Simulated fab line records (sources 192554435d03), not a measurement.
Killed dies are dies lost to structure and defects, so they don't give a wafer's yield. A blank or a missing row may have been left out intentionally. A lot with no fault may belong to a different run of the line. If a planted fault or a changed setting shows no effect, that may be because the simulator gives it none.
Which of the tools did it?    flow n5Finfet    9 lots, 27 wafers sampled, at 4 steps of a route of 1938

WHAT THE GAUGES READ, wafer by wafer
N5_BEOL_M3_CD_MEAS_11 targets a cd of 17.05 nm.
lot   measured      on        cdNm (nm)
L215  day 8 00:52   cdSem-02  17.04 16.92 16.95
L222  day 9 15:52   cdSem-03  17.08 17.17 17.15
L223  day 10 00:59  cdSem-01  17.01 17.32 17.34
L225  day 10 01:02  cdSem-02  17.00 16.65 16.99
L229  day 10 13:49  cdSem-02  17.20 17.57 17.04
L228  day 11 07:30  cdSem-01  17.27 17.36 17.21
L232  day 12 04:42  cdSem-01  19.46 18.81 19.09
L236  day 12 12:08  cdSem-01  16.78 16.99 17.24
L237  day 13 00:09  cdSem-03  18.18 18.31 18.53

WHAT TOOL EACH LOT RAN ON (gives the tool, then ch and the chambers of the sampled wafers, and finally the start)
lot   N5_BEOL_M2_CMP_52              N5_BEOL_M3_ILD_DEP_00            N5_BEOL_M3_EXPOSE_08
L215  cmp-03 ch 0,1, day 7 21:09     pecvd-01 ch 0,1, day 7 21:46     euvScanner-02 ch 0, day 8 00:45
L222  cmp-03 ch 0,2,3, day 9 12:55   pecvd-04 ch 1,2, day 9 13:29     euvScanner-02 ch 0, day 9 15:44
L223  cmp-04 ch 1,2,3, day 9 22:05   pecvd-02 ch 0,1, day 9 22:43     euvScanner-01 ch 0, day 10 00:52
L225  cmp-03 ch 0,2,3, day 9 22:30   pecvd-02 ch 0,1, day 9 23:05     euvScanner-01 ch 0, day 10 00:55
L229  cmp-04 ch 0,2,3, day 10 12:22  pecvd-02 ch 0,1, day 10 12:53    euvScanner-01 ch 0, day 10 13:41
L228  cmp-03 ch 0,1,3, day 11 06:22  pecvd-01 ch 0,1,2, day 11 06:55  euvScanner-01 ch 0, day 11 07:23
L232  cmp-02 ch 1,2,3, day 12 01:56  pecvd-01 ch 0,1,2, day 12 02:31  euvScanner-01 ch 0, day 12 04:34
L236  cmp-02 ch 0,1,3, day 12 08:26  pecvd-04 ch 0,1,2, day 12 08:59  euvScanner-02 ch 0, day 12 12:01
L237  cmp-02 ch 0,1,3, day 12 20:49  pecvd-04 ch 0,1, day 12 21:34    euvScanner-01 ch 0, day 13 00:01
- N5_BEOL_M2_CMP_52: polishes, stops on SiOC, t overpolish 6.8 s, target thk 40 nm.
- N5_BEOL_M3_ILD_DEP_00: deposits SiOC from DEMS/O2, target thk 79 nm, time 15.3 s.
- N5_BEOL_M3_EXPOSE_08: exposes mask M3.

THE ANSWER, worked out from the rows above alone
Rule: the usual values come from the lots themselves. The widest of any qualifying gaps counts: lots, ordered by their means at a reading, are off when they make up no more than a third of the lots, leave a main group of 4 or more, and stand apart from it by 3 or more times the standard deviation of that group's means. The tables above print the reading to a certain number of digits; a main group whose means all agree to those digits is not used. Also off: a lot with no number at a reading for which 4 or more lots have one. Any other lot the step has rows for is counted as sound.
Off: L232, L237, at N5_BEOL_M3_CD_MEAS_11 (cdNm). Main group: mean 17.11 nm, sd 0.15.
If a tool, at a process step before that reading, ran all the lots that are off and no sound lot after the first of them, it fits. Gauges at N5_BEOL_M3_CD_MEAS_11: tried the same way as those tools. One candidate fits, namely euvScanner-01 at N5_BEOL_M3_EXPOSE_08. A fault onset in the window from L228 (day 11 07:23, its last sound lot) to L232 (day 12 04:34, its first lot off) fits.

WHAT HAD BEEN PUT IN BY THE SIMULATOR
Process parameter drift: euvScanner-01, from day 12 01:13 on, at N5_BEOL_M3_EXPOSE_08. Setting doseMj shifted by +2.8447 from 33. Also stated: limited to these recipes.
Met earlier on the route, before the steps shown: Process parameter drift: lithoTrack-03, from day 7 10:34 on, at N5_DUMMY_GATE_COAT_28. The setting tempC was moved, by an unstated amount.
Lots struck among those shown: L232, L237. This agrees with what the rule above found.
